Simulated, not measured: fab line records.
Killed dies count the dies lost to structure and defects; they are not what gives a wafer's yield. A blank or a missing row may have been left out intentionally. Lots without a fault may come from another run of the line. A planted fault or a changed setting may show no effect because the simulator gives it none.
Matching of chambers -- flow nand-harc -- 4 sister chambers for NHARC_A_BLC_DESCUM_15 on rie-diel-13
The step chemistry O2, time 3 s. 24 wafers are shown with their chamber, then 12 later ones without.

## WAFERS, EACH WITH ITS CHAMBER
wafer,chamber,showerhead-plenum-p-Torr (Torr),drypump-motor-current-A (A),rf-vpp-V (V)
L076.4,2,1.92,5.8,57.9
L076.5,2,1.92,5.7,57.8
L076.6,3,2.04,5.9,57.9
L077.1,1,2.00,6.3,57.5
L077.2,2,1.92,5.8,56.5
L077.4,0,1.86,6.5,57.9
L081.1,1,2.00,6.3,58.5
L081.2,2,1.92,5.8,58.3
L081.4,3,2.04,5.9,58.1
L082.1,0,1.86,6.5,58.3
L082.4,1,2.00,6.3,58.2
L082.6,1,2.00,6.3,59.8
L083.1,3,2.04,5.9,58.0
L083.4,2,1.91,5.7,58.6
L083.6,0,1.86,6.5,57.4
L085.1,0,1.86,6.6,57.4
L085.3,2,1.91,5.7,57.1
L085.5,0,1.86,6.5,58.5
L089.2,0,1.86,6.5,57.0
L089.3,1,2.00,6.3,57.8
L089.5,2,1.91,5.7,55.3
L088.2,0,1.86,6.6,57.2
L088.5,3,2.04,5.9,58.4
L088.6,0,1.86,6.6,56.5

SIGNATURES (means of the wafers above)
reading,chamber 0,chamber 1,chamber 2,chamber 3,scatter within a chamber
showerhead-plenum-p-Torr,1.8600,2.0000,1.9157,2.0400,0.00293
drypump-motor-current-A,6.537,6.300,5.743,5.900,0.0424
rf-vpp-V,57.525,58.360,57.357,58.100,0.849
Rule: for each reading, subtract the chamber's mean from the wafer's reading, divide by that reading's scatter and square the result; add these up over the readings and take the root, which gives the wafer's distance from the chamber. If the next closest chamber is less than 2 further off than the closest, the wafer can't be placed; otherwise it belongs to the closest. The scatter: the root of (the sum of the squares of (reading less its chamber's mean) over the shown wafers, divided by (wafers less chambers)).

## WAFERS WHOSE CHAMBER IS MISSING
wafer,showerhead-plenum-p-Torr (Torr),drypump-motor-current-A (A),rf-vpp-V (V)
L090.1,2.04,5.9,59.7
L090.2,1.99,6.3,57.2
L090.6,2.04,5.9,58.4
L092.4,1.99,6.3,57.5
L092.5,1.91,5.7,57.9
L092.6,2.04,5.9,57.8
L096.2,1.99,6.3,58.0
L096.5,1.91,5.8,57.3
L096.6,2.04,5.9,59.3
L097.1,2.04,5.9,58.8
L097.2,1.86,6.6,58.6
L097.5,1.91,5.8,58.0

## THE CHAMBER EACH PASSED THROUGH
wafer,from the rows above,in truth
L090.1,3,3
L090.2,1,1
L090.6,3,3
L092.4,1,1
L092.5,2,2
L092.6,3,3
L096.2,1,1
L096.5,2,2
L096.6,3,3
L097.1,3,3
L097.2,0,0
L097.5,2,2
Correct placement for 12 of the 12. Left unplaced by these rows: 0. Placed wrongly: 0.
